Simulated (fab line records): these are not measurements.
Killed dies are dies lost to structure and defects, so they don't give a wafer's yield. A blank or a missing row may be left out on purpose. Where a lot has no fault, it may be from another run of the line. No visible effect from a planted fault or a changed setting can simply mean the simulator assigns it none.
Which tool is to blame? :: flow nand-harc :: 24 lots, 72 wafers sampled, at 4 steps of a route of 1159

## WHAT EACH GAUGE READ, for each wafer
NHARC_A_CONTACT_CD_MEAS_15. Usual: 89.9 nm for cd-nm, sd 0.56.
lot: L074
measured: day 17 03:08
on: cd-sem-01
cd-nm (nm): 88.7 89.7 89.8
flag: 

lot: L075
measured: day 17 07:38
on: cd-sem-02
cd-nm (nm): 89.2 89.4 89.2
flag: 

lot: L077
measured: day 17 11:47
on: cd-sem-02
cd-nm (nm): 89.3 89.6 89.6
flag: 

lot: L079
measured: day 17 13:05
on: cd-sem-01
cd-nm (nm): 90.0 90.7 90.5
flag: 

lot: L076
measured: day 17 20:20
on: cd-sem-01
cd-nm (nm): 89.5 90.4 89.8
flag: 

lot: L078
measured: day 17 20:40
on: cd-sem-02
cd-nm (nm): 89.8 90.4 90.1
flag: 

lot: L081
measured: day 18 10:44
on: cd-sem-01
cd-nm (nm): 90.4 90.5 89.9
flag: 

lot: L080
measured: day 18 20:32
on: cd-sem-02
cd-nm (nm): 90.7 90.1 90.3
flag: 

lot: L083
measured: day 18 21:13
on: cd-sem-02
cd-nm (nm): 89.5 89.8 90.7
flag: 

lot: L082
measured: day 19 11:53
on: cd-sem-02
cd-nm (nm): 89.4 89.3 89.9
flag: 

lot: L084
measured: day 19 15:11
on: cd-sem-03
cd-nm (nm): 89.9 88.8 89.7
flag: 

lot: L086
measured: day 20 03:24
on: cd-sem-03
cd-nm (nm): 91.0 90.2 90.7
flag: 

lot: L087
measured: day 20 05:04
on: cd-sem-02
cd-nm (nm): 91.0 91.1 91.3
flag: 

lot: L085
measured: day 20 10:01
on: cd-sem-01
cd-nm (nm): 90.3 89.8 90.3
flag: 

lot: L089
measured: day 20 15:57
on: cd-sem-03
cd-nm (nm): 90.1 90.2 89.9
flag: 

lot: L088
measured: day 20 18:14
on: cd-sem-02
cd-nm (nm): 89.8 90.1 90.3
flag: 

lot: L091
measured: day 21 09:38
on: cd-sem-01
cd-nm (nm): 90.8 90.1 89.9
flag: 

lot: L090
measured: day 21 13:11
on: cd-sem-02
cd-nm (nm): 89.1 89.3 89.4
flag: 

lot: L093
measured: day 21 17:17
on: cd-sem-01
cd-nm (nm): 90.7 90.1 89.9
flag: 

lot: L094
measured: day 21 20:01
on: cd-sem-02
cd-nm (nm): 90.0 89.4 90.4
flag: 

lot: L092
measured: day 22 10:27
on: cd-sem-03
cd-nm (nm): 89.8 89.4 89.8
flag: 

lot: L096
measured: day 22 11:19
on: cd-sem-03
cd-nm (nm): 90.0 89.2 89.1
flag: 

lot: L095
measured: day 22 14:37
on: cd-sem-03
cd-nm (nm): 89.4 89.6 89.6
flag: 

lot: L097
measured: day 23 00:56
on: cd-sem-03
cd-nm (nm): 89.6 90.2 90.2
flag: 

## WHAT TOOL EACH LOT RAN ON (gives the tool, then ch and the chambers of the sampled wafers, and finally the start)
lot: L074
NHARC_A_CONTACT_ETCH_133: har-cap-etch-01 ch 0,1, day 16 19:52
NHARC_A_CONTACT_DESCUM_13: rie-diel-13 ch 0,1,3, day 17 00:23
NHARC_A_CONTACT_ETCH_139: har-cap-etch-02 ch 0,1, day 17 02:31

lot: L075
NHARC_A_CONTACT_ETCH_133: har-cap-etch-01 ch 0,1, day 17 01:20
NHARC_A_CONTACT_DESCUM_13: rie-diel-05 ch 0,1,3, day 17 05:19
NHARC_A_CONTACT_ETCH_139: har-cap-etch-01 ch 0,1, day 17 07:01

lot: L077
NHARC_A_CONTACT_ETCH_133: har-cap-etch-03 ch 0,1, day 17 04:13
NHARC_A_CONTACT_DESCUM_13: rie-diel-13 ch 0,1,2, day 17 09:07
NHARC_A_CONTACT_ETCH_139: har-cap-etch-01 ch 0,1, day 17 10:49

lot: L079
NHARC_A_CONTACT_ETCH_133: har-cap-etch-02 ch 0,1, day 17 05:00
NHARC_A_CONTACT_DESCUM_13: rie-diel-13 ch 0,1,2, day 17 10:37
NHARC_A_CONTACT_ETCH_139: har-cap-etch-03 ch 0,1, day 17 12:16

lot: L076
NHARC_A_CONTACT_ETCH_133: har-cap-etch-03 ch 0,1, day 17 09:19
NHARC_A_CONTACT_DESCUM_13: rie-diel-03 ch 0,1,2, day 17 18:02
NHARC_A_CONTACT_ETCH_139: har-cap-etch-01 ch 0, day 17 19:43

lot: L078
NHARC_A_CONTACT_ETCH_133: har-cap-etch-02 ch 0, day 17 10:40
NHARC_A_CONTACT_DESCUM_13: rie-diel-05 ch 1,3, day 17 18:22
NHARC_A_CONTACT_ETCH_139: har-cap-etch-02 ch 0,1, day 17 20:05

lot: L081
NHARC_A_CONTACT_ETCH_133: har-cap-etch-01 ch 0,1, day 18 04:31
NHARC_A_CONTACT_DESCUM_13: rie-diel-03 ch 0,1,3, day 18 08:26
NHARC_A_CONTACT_ETCH_139: har-cap-etch-01 ch 0,1, day 18 10:07

lot: L080
NHARC_A_CONTACT_ETCH_133: har-cap-etch-02 ch 0,1, day 18 13:28
NHARC_A_CONTACT_DESCUM_13: rie-diel-05 ch 1,2,3, day 18 18:14
NHARC_A_CONTACT_ETCH_139: har-cap-etch-01 ch 0,1, day 18 19:55

lot: L083
NHARC_A_CONTACT_ETCH_133: har-cap-etch-03 ch 0,1, day 18 14:26
NHARC_A_CONTACT_DESCUM_13: rie-diel-03 ch 0,1,3, day 18 18:49
NHARC_A_CONTACT_ETCH_139: har-cap-etch-02 ch 0,1, day 18 20:31

lot: L082
NHARC_A_CONTACT_ETCH_133: har-cap-etch-02 ch 0,1, day 19 05:23
NHARC_A_CONTACT_DESCUM_13: rie-diel-13 ch 0,1,3, day 19 09:35
NHARC_A_CONTACT_ETCH_139: har-cap-etch-01 ch 0,1, day 19 11:19

lot: L084
NHARC_A_CONTACT_ETCH_133: har-cap-etch-03 ch 0,1, day 19 08:58
NHARC_A_CONTACT_DESCUM_13: rie-diel-05 ch 0,1,2, day 19 12:45
NHARC_A_CONTACT_ETCH_139: har-cap-etch-01 ch 0,1, day 19 14:29

lot: L086
NHARC_A_CONTACT_ETCH_133: har-cap-etch-01 ch 0,1, day 19 21:10
NHARC_A_CONTACT_DESCUM_13: rie-diel-03 ch 0,2,3, day 20 01:00
NHARC_A_CONTACT_ETCH_139: har-cap-etch-03 ch 0,1, day 20 02:50

lot: L087
NHARC_A_CONTACT_ETCH_133: har-cap-etch-03 ch 0,1, day 19 22:46
NHARC_A_CONTACT_DESCUM_13: rie-diel-03 ch 2,3, day 20 02:46
NHARC_A_CONTACT_ETCH_139: har-cap-etch-01 ch 0,1, day 20 04:33

lot: L085
NHARC_A_CONTACT_ETCH_133: har-cap-etch-01 ch 0,1, day 20 02:06
NHARC_A_CONTACT_DESCUM_13: rie-diel-13 ch 0,1,3, day 20 07:39
NHARC_A_CONTACT_ETCH_139: har-cap-etch-02 ch 0,1, day 20 09:22

lot: L089
NHARC_A_CONTACT_ETCH_133: har-cap-etch-03 ch 0,1, day 20 09:34
NHARC_A_CONTACT_DESCUM_13: rie-diel-03 ch 2,3, day 20 13:35
NHARC_A_CONTACT_ETCH_139: har-cap-etch-02 ch 0,1, day 20 15:26

lot: L088
NHARC_A_CONTACT_ETCH_133: har-cap-etch-01 ch 0,1, day 20 11:52
NHARC_A_CONTACT_DESCUM_13: rie-diel-03 ch 0,1,3, day 20 15:53
NHARC_A_CONTACT_ETCH_139: har-cap-etch-01 ch 0,1, day 20 17:34

lot: L091
NHARC_A_CONTACT_ETCH_133: har-cap-etch-01 ch 0,1, day 21 00:29
NHARC_A_CONTACT_DESCUM_13: rie-diel-13 ch 0,1,3, day 21 07:20
NHARC_A_CONTACT_ETCH_139: har-cap-etch-01 ch 0,1, day 21 09:02

lot: L090
NHARC_A_CONTACT_ETCH_133: har-cap-etch-03 ch 0,1, day 21 03:05
NHARC_A_CONTACT_DESCUM_13: rie-diel-13 ch 0,1,2, day 21 10:44
NHARC_A_CONTACT_ETCH_139: har-cap-etch-01 ch 0,1, day 21 12:27

lot: L093
NHARC_A_CONTACT_ETCH_133: har-cap-etch-02 ch 0, day 21 10:04
NHARC_A_CONTACT_DESCUM_13: rie-diel-03 ch 0,1, day 21 14:59
NHARC_A_CONTACT_ETCH_139: har-cap-etch-02 ch 0,1, day 21 16:40

lot: L094
NHARC_A_CONTACT_ETCH_133: har-cap-etch-03 ch 0,1, day 21 11:47
NHARC_A_CONTACT_DESCUM_13: rie-diel-13 ch 0,2, day 21 17:35
NHARC_A_CONTACT_ETCH_139: har-cap-etch-02 ch 0,1, day 21 19:25

lot: L092
NHARC_A_CONTACT_ETCH_133: har-cap-etch-02 ch 0,1, day 22 01:55
NHARC_A_CONTACT_DESCUM_13: rie-diel-03 ch 1,3, day 22 07:08
NHARC_A_CONTACT_ETCH_139: har-cap-etch-01 ch 0,1, day 22 09:44

lot: L096
NHARC_A_CONTACT_ETCH_133: har-cap-etch-01 ch 0,1, day 22 02:47
NHARC_A_CONTACT_DESCUM_13: rie-diel-03 ch 1,2,3, day 22 07:56
NHARC_A_CONTACT_ETCH_139: har-cap-etch-01 ch 0,1, day 22 10:44

lot: L095
NHARC_A_CONTACT_ETCH_133: har-cap-etch-01 ch 0,1, day 22 06:23
NHARC_A_CONTACT_DESCUM_13: rie-diel-13 ch 0,2,3, day 22 11:26
NHARC_A_CONTACT_ETCH_139: har-cap-etch-01 ch 0,1, day 22 13:52

lot: L097
NHARC_A_CONTACT_ETCH_133: har-cap-etch-03 ch 0,1, day 22 17:29
NHARC_A_CONTACT_DESCUM_13: rie-diel-03 ch 2,3, day 22 22:34
NHARC_A_CONTACT_ETCH_139: har-cap-etch-02 ch 0,1, day 23 00:15
- NHARC_A_CONTACT_ETCH_133: etches the open film in C4F8/O2/Ar, time 195 s, target depth 840 nm.
- NHARC_A_CONTACT_DESCUM_13: chemistry O2, time 3 s.
- NHARC_A_CONTACT_ETCH_139: etches the open film in C4F8/O2/Ar, time 137 s, target depth 590 nm.

## WHAT THE TOOLS THEMSELVES READ (means of the sampled wafers that have a number; where no wafer has one, the mark that the record gives instead)
NHARC_A_CONTACT_DESCUM_13. Usual: drypump-motor-current-A 5.7 A, standard deviation 0.37; o2-flow-sccm 199.9 sccm, standard deviation 0.61; oes-product-au 0.996 a.u., standard deviation 0.01; rf-vpp-V 57.7 V, standard deviation 1.1; showerhead-plenum-p-Torr 1.93 Torr, standard deviation 0.11; throttle-valve-pct 11.311 %, standard deviation 0.0097.
lot: L074
tool: rie-diel-13
drypump-motor-current-A (A): 5.8
o2-flow-sccm (sccm): 199.7
oes-product-au (a.u.): 0.997
rf-vpp-V (V): 57.2
showerhead-plenum-p-Torr (Torr): 1.81
throttle-valve-pct (%): 11.313
flag: 

lot: L075
tool: rie-diel-05
drypump-motor-current-A (A): 5.7
o2-flow-sccm (sccm): 199.5
oes-product-au (a.u.): 1.005
rf-vpp-V (V): 58.1
showerhead-plenum-p-Torr (Torr): 1.89
throttle-valve-pct (%): 11.313
flag: 

lot: L077
tool: rie-diel-13
drypump-motor-current-A (A): 5.5
o2-flow-sccm (sccm): 199.6
oes-product-au (a.u.): 0.992
rf-vpp-V (V): 57.4
showerhead-plenum-p-Torr (Torr): 1.88
throttle-valve-pct (%): 11.314
flag: 

lot: L079
tool: rie-diel-13
drypump-motor-current-A (A): 5.6
o2-flow-sccm (sccm): 199.5
oes-product-au (a.u.): 0.988
rf-vpp-V (V): 57.6
showerhead-plenum-p-Torr (Torr): 1.88
throttle-valve-pct (%): 11.310
flag: 

lot: L076
tool: rie-diel-03
drypump-motor-current-A (A): 5.9
o2-flow-sccm (sccm): 199.6
oes-product-au (a.u.): 0.994
rf-vpp-V (V): 57.9
showerhead-plenum-p-Torr (Torr): 1.91
throttle-valve-pct (%): 11.313
flag: 

lot: L078
tool: rie-diel-05
drypump-motor-current-A (A): 5.5
o2-flow-sccm (sccm): 199.7
oes-product-au (a.u.): 1.010
rf-vpp-V (V): 56.5
showerhead-plenum-p-Torr (Torr): 1.86
throttle-valve-pct (%): 11.308
flag: 

lot: L081
tool: rie-diel-03
drypump-motor-current-A (A): 5.7
o2-flow-sccm (sccm): 199.9
oes-product-au (a.u.): 0.992
rf-vpp-V (V): 57.6
showerhead-plenum-p-Torr (Torr): 1.92
throttle-valve-pct (%): 11.311
flag: 

lot: L080
tool: rie-diel-05
drypump-motor-current-A (A): 5.5
o2-flow-sccm (sccm): 200.2
oes-product-au (a.u.): 1.004
rf-vpp-V (V): 58.6
showerhead-plenum-p-Torr (Torr): 1.90
throttle-valve-pct (%): 11.309
flag: 

lot: L083
tool: rie-diel-03
drypump-motor-current-A (A): 5.8
o2-flow-sccm (sccm): 200.2
oes-product-au (a.u.): 0.993
rf-vpp-V (V): 57.7
showerhead-plenum-p-Torr (Torr): 1.92
throttle-valve-pct (%): 11.310
flag: 

lot: L082
tool: rie-diel-13
drypump-motor-current-A (A): 5.8
o2-flow-sccm (sccm): 199.9
oes-product-au (a.u.): 0.985
rf-vpp-V (V): 57.2
showerhead-plenum-p-Torr (Torr): 1.81
throttle-valve-pct (%): 11.316
flag: 

lot: L084
tool: rie-diel-05
drypump-motor-current-A (A): 5.8
o2-flow-sccm (sccm): 199.8
oes-product-au (a.u.): 1.004
rf-vpp-V (V): 57.8
showerhead-plenum-p-Torr (Torr): 1.88
throttle-valve-pct (%): 11.310
flag: 

lot: L086
tool: rie-diel-03
drypump-motor-current-A (A): 5.5
o2-flow-sccm (sccm): 200.4
oes-product-au (a.u.): 0.995
rf-vpp-V (V): 57.7
showerhead-plenum-p-Torr (Torr): 2.00
throttle-valve-pct (%): 11.310
flag: 

lot: L087
tool: rie-diel-03
drypump-motor-current-A (A): 5.4
o2-flow-sccm (sccm): 199.9
oes-product-au (a.u.): 1.005
rf-vpp-V (V): 57.3
showerhead-plenum-p-Torr (Torr): 2.05
throttle-valve-pct (%): 11.306
flag: 

lot: L085
tool: rie-diel-13
drypump-motor-current-A (A): 5.8
o2-flow-sccm (sccm): 199.7
oes-product-au (a.u.): 0.993
rf-vpp-V (V): 58.1
showerhead-plenum-p-Torr (Torr): 2.02
throttle-valve-pct (%): 11.324
flag: 

lot: L089
tool: rie-diel-03
drypump-motor-current-A (A): 5.6
o2-flow-sccm (sccm): 200.0
oes-product-au (a.u.): 0.997
rf-vpp-V (V): 58.6
showerhead-plenum-p-Torr (Torr): 2.04
throttle-valve-pct (%): 11.307
flag: 

lot: L088
tool: rie-diel-03
drypump-motor-current-A (A): 5.7
o2-flow-sccm (sccm): 200.6
oes-product-au (a.u.): 0.994
rf-vpp-V (V): 58.1
showerhead-plenum-p-Torr (Torr): 1.92
throttle-valve-pct (%): 11.307
flag: 

lot: L091
tool: rie-diel-13
drypump-motor-current-A (A): 5.8
o2-flow-sccm (sccm): 200.9
oes-product-au (a.u.): 1.001
rf-vpp-V (V): 57.8
showerhead-plenum-p-Torr (Torr): 2.01
throttle-valve-pct (%): 11.313
flag: 

lot: L090
tool: rie-diel-13
drypump-motor-current-A (A): 5.6
o2-flow-sccm (sccm): 200.4
oes-product-au (a.u.): 0.998
rf-vpp-V (V): 57.6
showerhead-plenum-p-Torr (Torr): 1.97
throttle-valve-pct (%): 11.302
flag: 

lot: L093
tool: rie-diel-03
drypump-motor-current-A (A): 6.1
o2-flow-sccm (sccm): 199.9
oes-product-au (a.u.): 0.975
rf-vpp-V (V): 56.4
showerhead-plenum-p-Torr (Torr): 1.82
throttle-valve-pct (%): 11.312
flag: 

lot: L094
tool: rie-diel-13
drypump-motor-current-A (A): 5.5
o2-flow-sccm (sccm): 200.2
oes-product-au (a.u.): 0.998
rf-vpp-V (V): 57.0
showerhead-plenum-p-Torr (Torr): 1.91
throttle-valve-pct (%): 11.315
flag: 

lot: L092
tool: rie-diel-03
drypump-motor-current-A (A): 6.0
o2-flow-sccm (sccm): 200.1
oes-product-au (a.u.): 0.992
rf-vpp-V (V): 57.8
showerhead-plenum-p-Torr (Torr): 1.88
throttle-valve-pct (%): 11.305
flag: 

lot: L096
tool: rie-diel-03
drypump-motor-current-A (A): 5.8
o2-flow-sccm (sccm): 199.9
oes-product-au (a.u.): 1.002
rf-vpp-V (V): 56.7
showerhead-plenum-p-Torr (Torr): 1.96
throttle-valve-pct (%): 11.303
flag: 

lot: L095
tool: rie-diel-13
drypump-motor-current-A (A): 5.7
o2-flow-sccm (sccm): 199.8
oes-product-au (a.u.): 0.997
rf-vpp-V (V): 57.8
showerhead-plenum-p-Torr (Torr): 1.97
throttle-valve-pct (%): 11.315
flag: 

lot: L097
tool: rie-diel-03
drypump-motor-current-A (A): 5.4
o2-flow-sccm (sccm): 199.7
oes-product-au (a.u.): 1.002
rf-vpp-V (V): 57.4
showerhead-plenum-p-Torr (Torr): 2.05
throttle-valve-pct (%): 11.311
flag: 

## THE ANSWER, worked out from the rows above alone
Rule: lot off if the mean of its wafers having a number is beyond 3 standard deviations from the usual mean. A lot without any number at a reading at which 4 lots or more have one is off too. The other lots that the step has rows for count as sound. The gauges are gone through in route order, then the tools' own readings, and for those a lot's mean is taken as printed above. The first step at which some lot is off is used, and at that step the reading that is off furthest; a lot without a number counts as furthest.
Nothing can be told from this: no lot is off at any reading shown.

## WHAT THE SIMULATOR PUT IN
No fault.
